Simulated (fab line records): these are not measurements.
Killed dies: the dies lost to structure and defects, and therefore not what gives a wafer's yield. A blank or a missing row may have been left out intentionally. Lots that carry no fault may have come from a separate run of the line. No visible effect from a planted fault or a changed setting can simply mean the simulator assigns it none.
Code-filled problem report in 8D (eight disciplines) form	flow n5-finfet	the parts of the form that need people (team, actions taken, sign-off) are left out

== 1. WHAT IS WRONG ==
Mean of lamp-power-pct at N5_BEOL_M8_CURE_75: 50.33 % across 2 wafers in 2 lots; on wafers with no fault it is 52.32 % (standard deviation 0.062). Relative to the usual mean, that is a shift of -32 standard deviations.
The step: cures SiCOH lowk, time 120 s.
First observed at day 13 15:55: wafer L353.1, on uv-cure-01. At this step, 26 wafers from 10 lots have a number in the record. By rule, "out" or "out of limits" means more than 4 standard deviations away from the usual mean. The other wafers with a number count as sound.

== 2. WHAT IT IS; WHAT IT IS NOT ==
question	is	is not
which readings at this step	lamp-power-pct, run-length-s	wafer_temp_C_max
which lots	L352, L353	L339, L343, L344, L345, L346, L347, L350, L361
which wafers of those lots	L352.1, L353.1	L352.3, L352.4, L353.2, L353.6
read on which tools	uv-cure-01	uv-cure-02, uv-cure-03
when	from day 13 15:55	up to then (19 sound wafers); but 5 sound wafers of L352, L361 came after

== 3. WHAT RULES OUT EACH SUSPECT ==
Counting: any tool at a process step up to the reading remains a suspect provided it ran every lot that is out. Sound lots after the first of them don't rule it out here, since some wafers of a struck lot are sound.
- uv-cure-01 at N5_BEOL_M8_CURE_75 (cures SiCOH lowk, time 120 s): kept. It ran every lot that is out, first L353 (day 13 15:55); its last sound lot up to then is L347 (day 12 01:50). On those wafers its own readings are out: lamp-power-pct, run-length-s.
Left after counting: uv-cure-01 at N5_BEOL_M8_CURE_75.

== 4. THE CAUSE (what the simulator had put in) ==
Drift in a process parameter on uv-cure-01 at N5_BEOL_M8_CURE_75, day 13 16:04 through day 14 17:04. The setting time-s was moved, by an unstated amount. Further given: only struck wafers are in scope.
Counting left only this tool.

== 5. THE CHAIN OF EFFECTS, in route order ==
One row per reading whose mean, taken over the struck wafers that have a number, lies over 3 standard deviations from the usual. Scope: only readings with a usual standard deviation given in the record; hours: median across lots of the time from each lot's start at the first step in this table that gives one to its start at this step; sigmas: change in usual standard deviations.
hours	step	reading	usual	on struck wafers	change	sigmas
0	N5_BEOL_M8_CURE_75	lamp-power-pct	52.32 %	50.33	-1.99	-32
0	N5_BEOL_M8_CURE_75	run-length-s	178.8 s	141.4	-37.4	-22
Process steps it contains:
- N5_BEOL_M8_CURE_75: cures SiCOH lowk, time 120 s.

== 6. HOW IT WOULD HAVE BEEN CAUGHT EARLIER ==
In this record the first reading out of limits was taken at day 13 15:55.
